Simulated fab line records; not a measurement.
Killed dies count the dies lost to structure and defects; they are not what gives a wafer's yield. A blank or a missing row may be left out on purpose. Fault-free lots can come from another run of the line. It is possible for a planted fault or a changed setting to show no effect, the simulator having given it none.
The tool behind it: which one? ; flow nand harc ; 24 lots with 72 wafers sampled at 5 steps, on a route of 1302 steps

== WHAT THE GAUGES READ, wafer by wafer ==
NHARC_P_START_INSPECT_01.
lot;measured;on;raw defect count
L074;day 1 20:02;defect inspect-01;3 3 5
L075;day 2 06:02;defect inspect-02;4 4 2
L076;day 2 16:02;defect inspect-02;5 2 4
L077;day 3 02:02;defect inspect-02;3 3 6
L078;day 3 12:03;defect inspect-02;5 1 1
L079;day 3 22:02;defect inspect-01;6 6 6
L080;day 4 08:02;defect inspect-02;1 2 3
L081;day 4 18:02;defect inspect-02;3 5 4
L082;day 5 04:02;defect inspect-01;3 1 3
L083;day 5 14:02;defect inspect-01;2 3 5
L084;day 6 00:02;defect inspect-02;4 6 2
L085;day 6 10:02;defect inspect-02;2 4 5
L086;day 6 20:02;defect inspect-01;3 5 5
L087;day 7 06:02;defect inspect-01;7 2 2
L088;day 7 16:02;defect inspect-01;6 5 5
L089;day 8 02:02;defect inspect-02;3 3 2
L090;day 8 12:02;defect inspect-01;6 3 4
L091;day 8 22:02;defect inspect-02;1 1 6
L092;day 9 08:02;defect inspect-01;5 5 2
L093;day 9 18:02;defect inspect-02;4 2 5
L094;day 10 04:02;defect inspect-01;3 0 5
L095;day 10 14:02;defect inspect-02;5 6 8
L096;day 11 00:02;defect inspect-02;0 3 4
L097;day 11 10:02;defect inspect-01;3 2 2

NHARC_P_M0_INSPECT_11.
lot;measured;on;raw defect count
L074;day 6 11:43;defect inspect-02;3 8 8
L075;day 6 12:36;defect inspect-02;1 4 2
L076;day 7 06:56;defect inspect-02;5 6 6
L077;day 7 20:25;defect inspect-02;8 1 5
L078;day 7 20:15;defect inspect-01;5 2 5
L079;day 8 09:06;defect inspect-01;12 7 9
L080;day 9 00:29;defect inspect-02;3 4 3
L081;day 8 22:06;defect inspect-01;5 16 4
L082;day 9 13:52;defect inspect-01;8 8 7
L083;day 9 20:06;defect inspect-01;3 5 4
L084;day 10 14:34;defect inspect-01;6 7 6
L085;day 10 21:07;defect inspect-01;1 1 4
L086;day 10 21:31;defect inspect-01;3 1 4
L087;day 11 23:36;defect inspect-01;9 4 4
L088;day 12 00:38;defect inspect-01;4 5 4
L089;day 12 04:47;defect inspect-01;15 10 7
L090;day 12 20:51;defect inspect-02;2 5 1
L091;day 13 06:45;defect inspect-01;1 2 3
L092;day 14 03:40;defect inspect-02;0 5 4
L093;day 14 07:57;defect inspect-01;1 1 2
L094;day 14 11:25;defect inspect-02;6 5 4
L095;day 15 02:38;defect inspect-01;4 13 2
L096;day 15 06:58;defect inspect-01;3 1 10
L097;day 15 11:29;defect inspect-02;7 6 1

== WHAT TOOL EACH LOT RAN ON (gives the tool, then ch and the chambers of the sampled wafers, and finally the start) ==
lot;NHARC_P_GATE_DEP_103;NHARC_P_GATE_DEGAS_109;NHARC_P_CONTACT_STRIP_28
L074;pecvd-01 ch 0,2, day 5 10:41;pvd sputter-03, day 6 04:51;rie diel-08 ch 1,2,3, day 6 08:36
L075;pecvd-01 ch 0,1,2, day 5 11:17;pvd sputter-03, day 6 05:43;rie diel-07 ch 1,2,3, day 6 09:26
L076;pecvd-04 ch 0,1,2, day 6 06:01;pvd sputter-01, day 7 00:11;rie diel-11 ch 0,1,3, day 7 03:47
L077;pecvd-02 ch 0,1,2, day 6 17:33;pvd sputter-01, day 7 13:30;rie diel-11 ch 0,1,3, day 7 17:14
L078;pecvd-04 ch 1,2, day 6 16:56;pvd sputter-03, day 7 13:21;rie diel-08 ch 1,2,3, day 7 17:05
L079;pecvd-01 ch 1,2, day 7 07:32;pvd sputter-02, day 8 02:05;rie diel-07 ch 0,1,3, day 8 05:58
L080;pecvd-01 ch 0,2, day 7 21:18;pvd sputter-02, day 8 17:46;rie diel-07 ch 0,1,2, day 8 21:28
L081;pecvd-01 ch 1,2, day 7 20:40;pvd sputter-01, day 8 14:56;rie diel-11 ch 0,1,3, day 8 18:39
L082;pecvd-01 ch 0,1, day 8 13:08;pvd sputter-03, day 9 07:01;rie diel-11 ch 0,1,2, day 9 10:44
L083;pecvd-02 ch 0,2, day 8 18:49;pvd sputter-01, day 9 13:13;rie diel-07 ch 2,3, day 9 16:56
L084;pecvd-04 ch 0,2, day 9 13:10;pvd sputter-02, day 10 07:32;rie diel-07 ch 0,3, day 10 11:17
L085;pecvd-01 ch 0,1,2, day 9 19:41;pvd sputter-03, day 10 14:13;rie diel-11 ch 0,1,2, day 10 17:54
L086;pecvd-02 ch 0,1,2, day 9 19:38;pvd sputter-03, day 10 14:37;rie diel-07 ch 1,2,3, day 10 18:22
L087;pecvd-04 ch 0,2, day 10 22:58;pvd sputter-01, day 11 16:52;rie diel-08 ch 0,2,3, day 11 20:28
L088;pecvd-01 ch 0,1, day 10 23:34;pvd sputter-01, day 11 17:56;rie diel-08 ch 0,2,3, day 11 21:29
L089;pecvd-01 ch 1,2, day 11 01:41;pvd sputter-02, day 11 22:02;rie diel-08 ch 0,2,3, day 12 01:37
L090;pecvd-04 ch 0,1, day 11 17:47;pvd sputter-03, day 12 14:04;rie diel-08 ch 0,2,3, day 12 17:49
L091;pecvd-02 ch 1,2, day 12 05:54;pvd sputter-01, day 13 00:07;rie diel-08 ch 0,1, day 13 03:43
L092;pecvd-04 ch 0,1, day 13 00:26;pvd sputter-03, day 13 20:39;rie diel-08 ch 0,1,2, day 14 00:31
L093;pecvd-01 ch 0,2, day 13 06:22;pvd sputter-02, day 14 00:54;rie diel-07 ch 0,1,2, day 14 04:40
L094;pecvd-04 ch 1,2, day 13 10:13;pvd sputter-02, day 14 04:30;rie diel-08 ch 0,1,2, day 14 08:15
L095;pecvd-02 ch 0,1,2, day 14 01:41;pvd sputter-03, day 14 19:35;rie diel-08 ch 1,2, day 14 23:19
L096;pecvd-02 ch 0,1,2, day 14 06:01;pvd sputter-02, day 14 23:56;rie diel-07 ch 0,1,2, day 15 03:48
L097;pecvd-02 ch 0,1,2, day 14 10:25;pvd sputter-03, day 15 04:31;rie diel-08 ch 2,3, day 15 08:20
- NHARC_P_GATE_DEP_103: deposits SiON, target thk 30 nm.
- NHARC_P_GATE_DEGAS_109: time 60 s.
- NHARC_P_CONTACT_STRIP_28: strips in O2.

== AS READ BY THE TOOLS THEMSELVES (means over the sampled wafers that have a number; for cases with no such wafer, the mark the record gives instead) ==
NHARC_P_GATE_DEP_103.
lot;tool;heater power w (W)
L074;pecvd-01;650
L075;pecvd-01;634
L076;pecvd-04;767
L077;pecvd-02;805
L078;pecvd-04;863
L079;pecvd-01;642
L080;pecvd-01;633
L081;pecvd-01;659
L082;pecvd-01;806
L083;pecvd-02;802
L084;pecvd-04;712
L085;pecvd-01;715
L086;pecvd-02;746
L087;pecvd-04;627
L088;pecvd-01;794
L089;pecvd-01;654
L090;pecvd-04;912
L091;pecvd-02;738
L092;pecvd-04;902
L093;pecvd-01;634
L094;pecvd-04;752
L095;pecvd-02;698
L096;pecvd-02;812
L097;pecvd-02;761

NHARC_P_GATE_DEGAS_109.
lot;tool;heater power w (W)
L074;pvd sputter-03;490
L075;pvd sputter-03;456
L076;pvd sputter-01;438
L077;pvd sputter-01;472
L078;pvd sputter-03;455
L079;pvd sputter-02;447
L080;pvd sputter-02;465
L081;pvd sputter-01;474
L082;pvd sputter-03;435
L083;pvd sputter-01;468
L084;pvd sputter-02;475
L085;pvd sputter-03;413
L086;pvd sputter-03;411
L087;pvd sputter-01;471
L088;pvd sputter-01;469
L089;pvd sputter-02;467
L090;pvd sputter-03;437
L091;pvd sputter-01;431
L092;pvd sputter-03;434
L093;pvd sputter-02;442
L094;pvd sputter-02;446
L095;pvd sputter-03;432
L096;pvd sputter-02;451
L097;pvd sputter-03;446

NHARC_P_CONTACT_STRIP_28.
lot;tool;drypump motor current A (A);oes product au (a.u.);rf vpp V (V);showerhead plenum p Torr (Torr);throttle valve pct (%)
L074;rie diel-08;5.70;0.997;57.8;3.55;17.036
L075;rie diel-07;5.84;0.998;57.7;3.53;17.040
L076;rie diel-11;5.91;0.996;58.7;3.68;17.036
L077;rie diel-11;5.89;1.006;58.8;3.68;17.046
L078;rie diel-08;5.73;0.998;57.8;3.54;17.036
L079;rie diel-07;6.02;1.009;58.1;3.62;17.048
L080;rie diel-07;6.00;1.006;58.3;3.50;17.041
L081;rie diel-11;5.90;0.998;57.6;3.68;17.031
L082;rie diel-11;5.74;0.993;57.1;3.53;17.029
L083;rie diel-07;5.74;0.998;57.1;3.53;17.042
L084;rie diel-07;5.99;1.019;58.9;3.74;17.033
L085;rie diel-11;5.76;0.997;57.8;3.53;17.029
L086;rie diel-07;5.83;1.001;58.3;3.53;17.031
L087;rie diel-08;5.79;1.000;57.9;3.59;17.029
L088;rie diel-08;5.78;0.997;58.0;3.58;17.031
L089;rie diel-08;5.78;0.992;57.9;3.59;17.036
L090;rie diel-08;5.79;1.008;57.7;3.58;17.039
L091;rie diel-08;5.47;1.002;57.7;3.48;17.032
L092;rie diel-08;5.61;0.987;57.6;3.48;17.044
L093;rie diel-07;5.99;1.008;57.3;3.49;17.038
L094;rie diel-08;5.62;0.992;57.4;3.48;17.047
L095;rie diel-08;5.55;0.981;57.3;3.43;17.041
L096;rie diel-07;6.01;1.001;58.1;3.49;17.031
L097;rie diel-08;5.89;1.018;58.4;3.64;17.034

== THE ANSWER, worked out from the rows above alone ==
Rule: usual is defined by the lots themselves. The widest of any qualifying gaps counts: lots, ordered by their means at a reading, are off when they make up no more than a third of the lots, leave a main group of 4 or more, and stand apart from it by 3 or more times the standard deviation of that group's means. The tables above print the reading to a certain number of digits; a main group whose means all agree to those digits is not used. A lot without any number at a reading at which 4 lots or more have one is off too. Any other lot the step has rows for is counted as sound. First the gauges in route order, then the tools' own readings, where a lot's mean is used as printed above. At the first step where some lot is off, the reading lying furthest off is the one used; lots without a number count as furthest.
No lot is off on any of the readings shown, so nothing can be concluded from this.

== WHAT THE SIMULATOR HAD INSERTED ==
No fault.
